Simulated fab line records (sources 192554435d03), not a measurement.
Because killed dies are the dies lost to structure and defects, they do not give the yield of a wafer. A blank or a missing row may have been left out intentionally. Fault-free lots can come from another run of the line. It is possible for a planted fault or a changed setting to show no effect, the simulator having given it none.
Matching of chambers	flow n5-finfet	4 sister chambers for N5_MOL_CONTACT_COAG_DESCUM_13 on rie-diel-01
The step chemistry O2, time 7 s. 22 wafers are shown with their chamber, then 11 later ones without.

## WAFERS PAIRED WITH THEIR CHAMBERS
wafer	chamber	throttle-valve-pct (%)	drypump-motor-current-A (A)	showerhead-plenum-p-Torr (Torr)
L077.1	3	20.29	5.4	2.16
L077.3	2	20.76	4.9	2.20
L077.6	3	20.29	5.4	2.16
L079.1	0	20.13	6.4	2.11
L079.2	1	20.47	5.2	2.15
L079.3	3	20.29	5.4	2.16
L079.4	2	20.75	5.0	2.20
L079.5	0	20.13	6.4	2.11
L079.6	3	20.28	5.3	2.16
L082.1	1	20.47	5.2	2.15
L082.2	3	20.31	5.3	2.16
L082.4	2	20.77	4.9	2.20
L084.1	3	20.30	5.3	2.16
L084.2	2	20.75	5.0	2.19
L084.6	1	20.48	5.2	2.15
L085.2	2	20.78	4.9	2.19
L085.3	0	20.16	6.3	2.10
L085.6	0	20.16	6.4	2.10
L089.2	2	20.79	4.9	2.19
L089.3	1	20.49	5.2	2.14
L089.4	0	20.18	6.3	2.10
L093.1	2	20.81	4.9	2.19

SIGNATURES (averages over the wafers above)
reading	chamber 0	chamber 1	chamber 2	chamber 3	scatter within a chamber
throttle-valve-pct	20.1520	20.4775	20.7729	20.2933	0.0177
drypump-motor-current-A	6.360	5.200	4.929	5.350	0.0479
showerhead-plenum-p-Torr	2.1040	2.1475	2.1943	2.1600	0.00451
Rule: a wafer's distance from a chamber is the root of the sum, over the readings, of the square of ((its reading less the chamber's mean) divided by the reading's scatter). The wafer belongs to the nearest chamber; if the next one is less than 2 further off, it can't be placed. The scatter: take each reading less its chamber's mean, square it, sum over the shown wafers, divide by the number of wafers less the number of chambers, and take the root.

## WAFERS WITH NO CHAMBER GIVEN
wafer	throttle-valve-pct (%)	drypump-motor-current-A (A)	showerhead-plenum-p-Torr (Torr)
L093.2	20.33	5.3	2.15
L093.4	20.51	5.2	2.14
L095.1	20.34	5.3	2.15
L095.2	20.80	5.0	2.19
L095.3	20.53	5.2	2.14
L095.4	20.20	6.4	2.10
L095.5	20.50	5.2	2.14
L095.6	20.79	4.9	2.19
L096.2	20.81	5.0	2.18
L096.3	20.52	5.2	2.14
L096.4	20.35	5.3	2.15

## THE CHAMBER EACH PASSED THROUGH
wafer	from the rows above	in truth
L093.2	3	3
L093.4	1	1
L095.1	3	3
L095.2	2	2
L095.3	1	1
L095.4	0	0
L095.5	1	1
L095.6	2	2
L096.2	2	2
L096.3	1	1
L096.4	3	3
Correct placement for 11 of the 11. Not placeable from these rows: 0. Number placed wrongly: 0.
